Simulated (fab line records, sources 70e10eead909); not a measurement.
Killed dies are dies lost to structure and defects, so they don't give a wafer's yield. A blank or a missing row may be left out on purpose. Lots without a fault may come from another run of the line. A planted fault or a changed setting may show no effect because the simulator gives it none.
fab line records | flow nand_harc
record lots=6 wafers=18 last_day=24
route steps=1159 shown A_STAIRCASE@576 END@1159
lots that met no fault: from a run of the same line without faults
start_h: hours from the record's first day to the start of the lot's first wafer shown | wait_h: hours since the lot's step before | " the same as in the row above | L1.1+2: a row that stands for several wafers | - no value, or no start given | * or withheld: withheld | < > ~ a bound
route shown NAME@n: a module of which the file shows steps, and the number in the route of the first | usual: mean/standard deviation of fault-free wafers | same: alike in all rows | chamber/n: place in a boat | sites: the reading at each site | _std_site: their standard deviation | _edge_site: outer sites' mean less inner sites' | radius_mm: how far each site lies from the wafer's centre | mask NAME#n: copy n | behind: the tool/chamber that last shaped the wafer | hold: why the lot was held/for how many hours/how that ended | device: the transistor (n, p or np) that didn't switch | end of line: the same wafers' tests at the end of the route | a step without rows: its recipe alone | killed: dies lost to structure and defects at the first sort, not the wafer's yield | map: a wafer's dies, x killed, . not, _ none there
set.NAME: the setting as run; set.NAME@STEP: as run at that earlier step | model.NAME: the simulator's own value behind a step, which no gauge read
lots at some steps of the route; a table a step, a row a wafer
services: from which hour (start_h, from the record's first day; less than 0 if before it) a tool's chamber was out of use, for how many hours, and why
## steps
# step NHARC_A_STAIRCASE_PEB_182
# recipe peb_temp_c=115 peb_time_s=130
# step NHARC_A_STAIRCASE_DEVELOP_183
# recipe time_s=140
# step NHARC_A_STAIRCASE_HARDBAKE_185
# recipe temp_c=120 time_s=140
# step NHARC_A_STAIRCASE_DESCUM_186
# recipe time_s=3 o2_flow_sccm=200 ar_flow_sccm=0 bias_power_w=0 chemistry=O2
# step NHARC_A_STAIRCASE_TRIM_187
# recipe time_s=211.2 o2_flow_sccm=500 ar_flow_sccm=0 bias_w=0 chemistry=O2
# usual drypump_motor_current_A=5.9/0.55 o2_flow_sccm=500.1/1.5 oes_product_au=1.003/0.0084 rf_vpp_V=57.7/0.85 showerhead_plenum_p_Torr=3.52/0.11 throttle_valve_pct=17.036/0.0088
# same bias_w=0
# columns lot.wafer tool chamber start_h wait_h drypump_motor_current_A o2_flow_sccm oes_product_au rf_hours_counter_h rf_vpp_V showerhead_plenum_p_Torr throttle_valve_pct
L870.1 rie_diel-09 2 264.48 0.1 6.2 499.6 0.997 0 57.4 3.60 17.044
L870.2 " 3 " " 6.4 498.1 0.995 0 58.5 3.59 17.037
L870.6 " 2 " " 6.2 499.2 1.005 - 58.6 3.60 17.033
L872.3 rie_diel-07 3 280.74 0.2 6.4 500.1 0.996 19 58.2 3.60 17.029
L872.2 " 1 " " 5.8 501.1 1.013 20 56.7 3.33 17.043
L872.6 " 0 " " 6.6 501.6 1.012 - 56.3 3.39 17.042
L875.2 rie_diel-09 3 300.70 0.1 6.4 496.8 0.991 15 58.1 3.58 17.040
L875.3 " 1 " " 5.8 499.9 0.995 12 58.4 3.59 17.048
L875.6 " 0 " " 4.8 502.4 0.998 - 57.9 3.51 17.027
L879.3 rie_diel-07 3 343.23 0.1 6.4 499.4 1.017 39 57.9 3.59 17.029
L879.1 " 0 " " 6.6 496.4 1.009 42 56.8 3.38 17.019
L879.6 " 0 " " 6.5 498.4 1.009 - 56.8 3.38 17.024
L882.1 rie_diel-09 0 346.80 0.1 4.8 502.0 1.002 32 58.4 3.50 17.032
L882.2 " 1 " " 5.7 501.2 1.010 28 55.9 3.58 17.049
L882.6 " 1 " " 5.7 500.3 1.004 - 57.9 3.58 17.024
L885.1 rie_diel-09 2 357.78 0.1 6.2 501.1 0.996 32 57.2 3.59 17.024
L885.6 " 3 " " 6.4 500.9 0.988 - 59.5 3.57 17.036
L885.5 " 0 " " 4.8 499.8 1.002 - 57.6 3.50 17.034
# step NHARC_A_STAIRCASE_ETCH_188
# recipe target_depth_a=1000 time_s=40.5 ion_energy_ev=400 c4f8_flow_sccm=20 o2_flow_sccm=10 ar_flow_sccm=withheld rf_w=600 bias_w=1000 chemistry=C4F8/O2
# usual bias_w=1000/3.1 oes_product_au=0.944/0.013 rf_vpp_V=896/4.1
# columns lot.wafer tool chamber start_h wait_h bias_w oes_product_au rf_hours_counter_h rf_vpp_V
L870.1 rie_diel-09 2 - - 999 0.962 0 900
L870.2 " 3 " " 997 0.975 0 900
L870.6 " 1 " " 1002 0.946 - 899
L872.3 rie_diel-07 0 - - 996 0.930 20 891
L872.2 " 1 " " 1007 0.941 20 888
L872.6 " 1 " " 1003 0.941 - 889
L875.2 rie_diel-09 1 - - 1001 0.956 12 897
L875.3 " 3 " " 1003 0.923 15 898
L875.6 " 0 " " 1000 0.945 - 895
L879.3 rie_diel-07 3 - - 999 0.932 39 897
L879.1 " 0 " " 1000 0.937 42 891
L879.6 " 0 " " 1001 0.938 - 890
L882.2 rie_diel-09 0 - - 1001 0.955 32 895
L882.1 " 3 " " 999 0.946 30 898
L882.6 " 1 " " 1000 0.931 - 899
L885.1 rie_diel-09 1 - - 995 0.957 33 898
L885.6 " 3 " " 1004 0.942 - 899
L885.5 " 0 " " 1000 0.952 - 894
# step NHARC_A_STAIRCASE_TRIM_189
# recipe time_s=211.2 o2_flow_sccm=500 ar_flow_sccm=0 bias_w=0 chemistry=O2
# usual drypump_motor_current_A=6.0/0.52 o2_flow_sccm=499.9/1.5 oes_product_au=1.004/0.0074 rf_vpp_V=57.8/0.82 showerhead_plenum_p_Torr=3.52/0.11 throttle_valve_pct=17.036/0.0092
# same bias_w=0
# columns lot.wafer tool chamber start_h wait_h drypump_motor_current_A o2_flow_sccm oes_product_au rf_hours_counter_h rf_vpp_V showerhead_plenum_p_Torr throttle_valve_pct
L870.1 rie_diel-09 3 - - 6.4 502.5 0.998 0 59.4 3.59 17.027
L870.2 " 0 " " 4.8 500.9 1.004 0 56.5 3.52 17.033
L870.6 " 2 " " 6.2 499.0 1.005 - 57.0 3.60 17.037
L872.2 rie_diel-07 0 - - 6.5 498.5 1.012 20 57.6 3.39 17.047
L872.3 " 1 " " 5.7 499.5 1.009 21 57.1 3.33 17.055
L872.6 " 1 " " 5.7 499.6 1.006 - 57.2 3.33 17.030
L875.2 rie_diel-09 1 - - 5.8 501.6 1.001 12 58.1 3.59 17.020
L875.3 " 2 " " 6.2 501.6 1.005 12 58.0 3.60 17.036
L875.6 " 0 " " 4.8 499.6 1.008 - 58.9 3.51 17.045
L879.3 rie_diel-07 1 - - 5.8 499.1 1.001 43 58.2 3.32 17.039
L879.1 " 3 " " 6.4 497.9 1.007 39 58.7 3.59 17.033
L879.6 " 3 " " 6.4 501.0 0.999 - 58.5 3.59 17.033
L882.1 rie_diel-09 3 - - 6.3 502.4 0.999 30 58.6 3.57 17.026
L882.2 " 1 " " 5.8 498.6 0.989 28 58.4 3.58 17.051
L882.6 " 3 " " 6.4 499.0 0.985 - 58.7 3.57 17.052
L885.1 rie_diel-09 0 - - 4.8 500.8 1.008 37 58.7 3.50 17.040
L885.6 " 1 " " 5.8 500.8 1.005 - 57.5 3.57 17.032
L885.5 " 2 " " 6.2 502.2 1.005 - 57.5 3.59 17.034
# step NHARC_A_STAIRCASE_ETCH_190
# recipe target_depth_a=1000 time_s=40.5 ion_energy_ev=400 c4f8_flow_sccm=20 o2_flow_sccm=10 ar_flow_sccm=withheld rf_w=600 bias_w=1000 chemistry=C4F8/O2
# usual bias_w=999.7/2.9 oes_product_au=0.945/0.01 rf_vpp_V=895/4.1
# columns lot.wafer tool chamber start_h wait_h bias_w oes_product_au rf_hours_counter_h rf_vpp_V
L870.1 rie_diel-09 1 - - 1001.1 0.954 0 898
L870.2 " 2 " " 999.9 0.945 0 898
L870.6 " 2 " " 1000.1 0.947 - 899
L872.2 rie_diel-07 2 - - 1005.2 0.955 19 901
L872.3 " 3 " " 1003.0 0.936 19 899
L872.6 " 2 " " 999.6 0.936 - 901
L875.3 rie_diel-09 2 - - 1000.5 0.967 12 899
L875.2 " 0 " " 1001.4 0.950 16 896
L875.6 " 2 " " 1001.3 0.961 - 897
L879.3 rie_diel-07 3 - - 1001.2 0.944 40 898
L879.1 " 0 " " 998.4 0.943 43 891
L879.6 " 0 " " 999.6 0.942 - 891
L882.2 rie_diel-09 0 - - 1003.7 0.944 32 896
L882.1 " 2 " " 998.3 0.944 26 897
L882.6 " 3 " " 999.5 0.927 - 895
L885.1 rie_diel-09 3 - - 1002.5 0.936 36 897
L885.6 " 3 " " 1003.6 0.950 - 898
L885.5 " 0 " " 1002.1 0.946 - 895
# step NHARC_A_STAIRCASE_TRIM_191
# recipe time_s=211.2 o2_flow_sccm=500 ar_flow_sccm=0 bias_w=0 chemistry=O2
# step NHARC_A_STAIRCASE_ETCH_192
# recipe target_depth_a=1000 time_s=40.5 ion_energy_ev=400 c4f8_flow_sccm=20 o2_flow_sccm=10 ar_flow_sccm=withheld rf_w=600 bias_w=1000 chemistry=C4F8/O2
# usual bias_w=999.8/2.8 oes_product_au=0.941/0.0099 rf_vpp_V=896/4.1
# columns lot.wafer tool chamber start_h wait_h bias_w oes_product_au rf_hours_counter_h rf_vpp_V
L870.1 rie_diel-09 0 - - 1000.5 0.937 0 896
L870.2 " 1 " " 997.1 0.933 0 897
L870.6 " 0 " " 1000.3 0.933 - 896
L872.3 rie_diel-07 1 - - 1000.5 0.956 21 889
L872.2 " 2 " " 999.1 0.940 19 901
L872.6 " 1 " " 1000.4 0.958 - 889
L875.2 rie_diel-09 3 - - 998.4 0.929 15 897
L875.3 " 1 " " 1000.3 0.956 13 898
L875.6 " 3 " " 1006.6 0.926 - 897
L879.1 rie_diel-07 0 - - 999.0 0.938 43 889
L879.3 " 1 " " 999.4 0.937 43 890
L879.6 " 1 " " 997.7 0.947 - 889
L882.2 rie_diel-09 3 - - 1003.7 0.936 31 897
L882.1 " 2 " " 1000.2 0.951 27 899
L882.6 " 0 " " 998.6 0.939 - 895
L885.1 rie_diel-09 0 - - 1000.3 0.946 37 894
L885.6 " 2 " " 997.4 0.951 - 899
L885.5 " 3 " " 1001.0 0.953 - 896
# step NHARC_A_STAIRCASE_TRIM_193
# recipe time_s=211.2 o2_flow_sccm=500 ar_flow_sccm=0 bias_w=0 chemistry=O2
# step NHARC_A_STAIRCASE_ETCH_194
# recipe target_depth_a=1000 time_s=40.5 ion_energy_ev=400 c4f8_flow_sccm=20 o2_flow_sccm=10 ar_flow_sccm=withheld rf_w=600 bias_w=1000 chemistry=C4F8/O2
# usual bias_w=1000/3.1 oes_product_au=0.944/0.0087 rf_vpp_V=895/4.2
# columns lot.wafer tool chamber start_h wait_h bias_w oes_product_au rf_hours_counter_h rf_vpp_V
L870.2 rie_diel-09 0 265.44 - 1001 0.936 1 897
L870.1 " 2 " " 1002 0.960 1 901
L870.6 " 1 " " 996 0.937 - 897
L872.3 rie_diel-07 2 281.59 - 996 0.950 20 902
L872.2 " 1 " " 998 0.962 21 889
L872.6 " 3 " " 1002 0.951 - 900
L875.2 rie_diel-09 3 301.54 - 995 0.945 15 899
L875.3 " 2 " " 999 0.943 12 899
L875.6 " 0 " " 1001 0.950 - 895
L879.3 rie_diel-07 3 344.56 - 1002 0.953 40 898
L879.1 " 0 " " 996 0.949 43 890
L879.6 " 0 " " 992 0.937 - 891
L882.2 rie_diel-09 0 347.79 - 994 1.187 33 894
L882.1 " 3 " " 1001 1.160 31 897
L882.6 " 1 " " 999 1.156 - 897
L885.1 rie_diel-09 0 358.63 - 996 1.177 37 896
L885.6 " 2 " " 1001 1.174 - 899
L885.5 " 3 " " 999 1.166 - 899
# step NHARC_END_SORT_01
# recipe temp_c=25
# usual killed_at_array=26/11 killed_at_other=0.6/1 killed_at_periphery=3.1/2.1 killed_dies=30/11 killed_open=3.4/1.8 killed_short=2.1/1.5
# same gross_dies=677
# columns lot.wafer tool chamber start_h wait_h killed_at_array killed_at_other killed_at_periphery killed_dies killed_open killed_short
L879.1 prober-01 0 539.03 2.5 12 2 3 17 2 2
L879.3 prober-01 0 540.62 3.1 10 2 2 14 4 2
L879.6 prober-01 0 543.01 4.0 14 0 0 14 2 3
L882.1 prober-02 0 539.07 2.5 674 1 2 677 7 3
L882.2 prober-02 0 539.89 2.8 673 2 2 677 4 1
L882.6 prober-02 0 543.13 4.1 675 0 2 677 8 2
L885.1 prober-01 0 561.80 2.5 674 0 3 677 2 3
L885.5 prober-01 0 565.00 3.7 676 1 0 677 6 0
L885.6 prober-01 0 565.80 4.0 676 0 1 677 1 3
# killed by level:class
L879.1 A_CHANNEL_HOLE_D1:chamber_film_flake=8 THIN_TSV:chamber_film_flake=2 P_M0:geometric_particle:open=1 A_CHANNEL_HOLE_D1:geometric_particle:open=1 A_WL_FILL:geometric_particle:short=1 A_CONTACT:geometric_particle:short=1 P_STI:chamber_film_flake=1 P_GATE:chamber_film_flake=1
L882.1 A_STAIRCASE:area_etch=648 A_CHANNEL_HOLE_D1:chamber_film_flake=9 A_STAIRCASE:chamber_film_flake=6 A_WL_FILL:geometric_particle:short=2 A_CONTACT:geometric_particle:open=2 A_M0:geometric_particle:open=2 A_CONTACT:chamber_film_flake=2 P_M0:geometric_particle:open=1
L882.2 A_STAIRCASE:area_etch=659 A_CHANNEL_HOLE_D1:chamber_film_flake=4 A_STAIRCASE:chamber_film_flake=4 A_CONTACT:geometric_particle:open=2 A_CONTACT:chamber_film_flake=2 THIN_TSV:chamber_film_flake=2 P_M0:geometric_particle:open=1 A_CHANNEL_FILL_D1:geometric_particle:short=1
L879.3 A_CHANNEL_HOLE_D1:chamber_film_flake=4 A_STAIRCASE:chamber_film_flake=2 P_CONTACT:geometric_particle:open=1 P_M0:geometric_particle:open=1 A_CHANNEL_FILL_D1:geometric_particle:short=1 A_STAIRCASE:geometric_particle:open=1 A_CONTACT:geometric_particle:open=1 STARTING-WAFER:geometric_particle:short=1
L879.6 A_CHANNEL_HOLE_D1:chamber_film_flake=5 A_CHANNEL_FILL_D1:geometric_particle:short=2 A_STAIRCASE:chamber_film_flake=2 A_ONON_D1:geometric_particle:open=1 A_CHANNEL_FILL_D1:geometric_particle:open=1 A_WL_FILL:geometric_particle:short=1 A_CHANNEL_FILL_D1:chamber_film_flake=1 A_CONTACT:chamber_film_flake=1
L882.6 A_STAIRCASE:area_etch=658 A_CHANNEL_HOLE_D1:chamber_film_flake=4 A_CONTACT:geometric_particle:open=3 A_CONTACT:chamber_film_flake=3 A_M0:geometric_particle:open=2 P_STI:geometric_particle:open=1 A_SOURCE_PLATE:geometric_particle:open=1 A_ONON_D1:geometric_particle:short=1
L885.1 A_STAIRCASE:area_etch=656 A_CHANNEL_HOLE_D1:chamber_film_flake=9 A_STAIRCASE:chamber_film_flake=2 P_CONTACT:geometric_particle:short=1 A_ONON_D1:geometric_particle:open=1 A_CHANNEL_FILL_D1:geometric_particle:short=1 A_WL_FILL:geometric_particle:short=1 A_CONTACT:geometric_particle:open=1
L885.5 A_STAIRCASE:area_etch=662 A_CHANNEL_HOLE_D1:chamber_film_flake=5 A_STAIRCASE:chamber_film_flake=3 A_CONTACT:geometric_particle:open=2 A_ONON_D1:geometric_particle:open=1 A_CHANNEL_HOLE_D1:geometric_particle:open=1 A_CHANNEL_FILL_D1:geometric_particle:open=1 A_M1:geometric_particle:open=1
L885.6 A_STAIRCASE:area_etch=658 A_CHANNEL_HOLE_D1:chamber_film_flake=8 A_STAIRCASE:chamber_film_flake=5 A_CHANNEL_FILL_D1:geometric_particle:short=2 A_WL_FILL:geometric_particle:open=1 A_WL_FILL:geometric_particle:short=1 P_GATE:chamber_film_flake=1 A_CONTACT:chamber_film_flake=1
# map L882.1 (x killed, . not)
____________x____________
_________xxxxxxx_________
_______xxxxxxxxxxx_______
______xxxxxxxxxxxxx______
_____xxxxxxxxxxxxxxx_____
____xxxxxxxxxxxxxxxxx____
____xxxxxxxxxxxxxxxxx____
___xxxxxxxxxxxxxxxxxxx___
___xxxxxxxxxxxxxxxxxxx___
__xxxxxxxxxxxxxxxxxxxxx__
__xxxxxxxxxxxxxxxxxxxxx__
_xxxxxxxxxxxxxxxxxxxxxxx_
_xxxxxxxxxxxxxxxxxxxxxxx_
_xxxxxxxxxxxxxxxxxxxxxxx_
_xxxxxxxxxxxxxxxxxxxxxxx_
_xxxxxxxxxxxxxxxxxxxxxxx_
xxxxxxxxxxxxxxxxxxxxxxxxx
xxxxxxxxxxxxxxxxxxxxxxxxx
xxxxxxxxxxxxxxxxxxxxxxxxx
xxxxxxxxxxxxxxxxxxxxxxxxx
xxxxxxxxxxxxxxxxxxxxxxxxx
_xxxxxxxxxxxxxxxxxxxxxxx_
_xxxxxxxxxxxxxxxxxxxxxxx_
_xxxxxxxxxxxxxxxxxxxxxxx_
_xxxxxxxxxxxxxxxxxxxxxxx_
_xxxxxxxxxxxxxxxxxxxxxxx_
__xxxxxxxxxxxxxxxxxxxxx__
__xxxxxxxxxxxxxxxxxxxxx__
___xxxxxxxxxxxxxxxxxxx___
___xxxxxxxxxxxxxxxxxxx___
____xxxxxxxxxxxxxxxxx____
____xxxxxxxxxxxxxxxxx____
_____xxxxxxxxxxxxxxx_____
______xxxxxxxxxxxxx______
_______xxxxxxxxxxx_______
_________xxxxxxx_________
____________x____________
# map L885.1 (x killed, . not)
____________x____________
_________xxxxxxx_________
_______xxxxxxxxxxx_______
______xxxxxxxxxxxxx______
_____xxxxxxxxxxxxxxx_____
____xxxxxxxxxxxxxxxxx____
____xxxxxxxxxxxxxxxxx____
___xxxxxxxxxxxxxxxxxxx___
___xxxxxxxxxxxxxxxxxxx___
__xxxxxxxxxxxxxxxxxxxxx__
__xxxxxxxxxxxxxxxxxxxxx__
_xxxxxxxxxxxxxxxxxxxxxxx_
_xxxxxxxxxxxxxxxxxxxxxxx_
_xxxxxxxxxxxxxxxxxxxxxxx_
_xxxxxxxxxxxxxxxxxxxxxxx_
_xxxxxxxxxxxxxxxxxxxxxxx_
xxxxxxxxxxxxxxxxxxxxxxxxx
xxxxxxxxxxxxxxxxxxxxxxxxx
xxxxxxxxxxxxxxxxxxxxxxxxx
xxxxxxxxxxxxxxxxxxxxxxxxx
xxxxxxxxxxxxxxxxxxxxxxxxx
_xxxxxxxxxxxxxxxxxxxxxxx_
_xxxxxxxxxxxxxxxxxxxxxxx_
_xxxxxxxxxxxxxxxxxxxxxxx_
_xxxxxxxxxxxxxxxxxxxxxxx_
_xxxxxxxxxxxxxxxxxxxxxxx_
__xxxxxxxxxxxxxxxxxxxxx__
__xxxxxxxxxxxxxxxxxxxxx__
___xxxxxxxxxxxxxxxxxxx___
___xxxxxxxxxxxxxxxxxxx___
____xxxxxxxxxxxxxxxxx____
____xxxxxxxxxxxxxxxxx____
_____xxxxxxxxxxxxxxx_____
______xxxxxxxxxxxxx______
_______xxxxxxxxxxx_______
_________xxxxxxx_________
____________x____________
## services
# columns tool chamber start_h hours kind
rie_diel-09 - 240.67 0.8 repair
rie_diel-09 - 254.11 9.0 pm
rie_diel-09 0 254.11 9.0 vent_cycle
rie_diel-09 1 254.11 9.0 vent_cycle
rie_diel-09 2 254.11 9.0 vent_cycle
rie_diel-09 3 254.11 9.0 vent_cycle
rie_diel-09 0 263.11 - clean
rie_diel-09 0 263.11 - consumable_replace:focus_ring
rie_diel-09 1 263.11 - clean
rie_diel-09 2 263.11 - clean
rie_diel-09 3 263.11 - clean
rie_diel-09 3 263.11 - consumable_replace:focus_ring
rie_diel-09 1 282.27 4.0 repair
rie_diel-09 2 285.48 8.2 repair
rie_diel-09 0 287.61 - clean
rie_diel-09 1 287.61 - clean
rie_diel-09 3 287.61 - clean
rie_diel-07 1 310.76 2.2 repair
rie_diel-09 0 312.11 - clean
rie_diel-09 1 312.11 - clean
rie_diel-09 2 312.11 - clean
rie_diel-09 3 312.11 - clean
rie_diel-09 0 336.61 - clean
rie_diel-07 2 340.48 15.5 repair
## key
first_sign step=NHARC_A_STAIRCASE_ETCH_194 reading=oes_product_au direction=up sigmas=26 usual=0.944 struck=1.170
effect step=NHARC_END_SORT_01 reading=killed_dies direction=up sigmas=59 usual=30 struck=677
more_kills_born_at NHARC_A_STAIRCASE_ETCH_194@rie_diel-09=3941
met_at NHARC_A_STAIRCASE_ETCH_194
struck_wafers L882.1,L882.2,L882.6,L885.1,L885.5,L885.6
later_rows_left_out L882.1,L882.2,L882.6,L885.1,L885.5,L885.6
tester_left_out L882,L885
onset_between 301.54 347.79
fault kind=process_parameter_drift tool=rie_diel-09 chamber=- onset_h=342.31 steps=NHARC_A_STAIRCASE_ETCH_194 channel=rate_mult offset=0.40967 shape=step end_h=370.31
# tester_left_out: of these lots the tester's yield and bins aren't shown, on N5 and GAA mostly nor the transistor test; their killed dies are dies lost to structure and defects alone, not to doping, threshold or leakage, so they don't give the yield
# later_rows_left_out: the simulator's readings of these wafers behind a module that went badly wrong aren't trusted and aren't shown, but for the sort
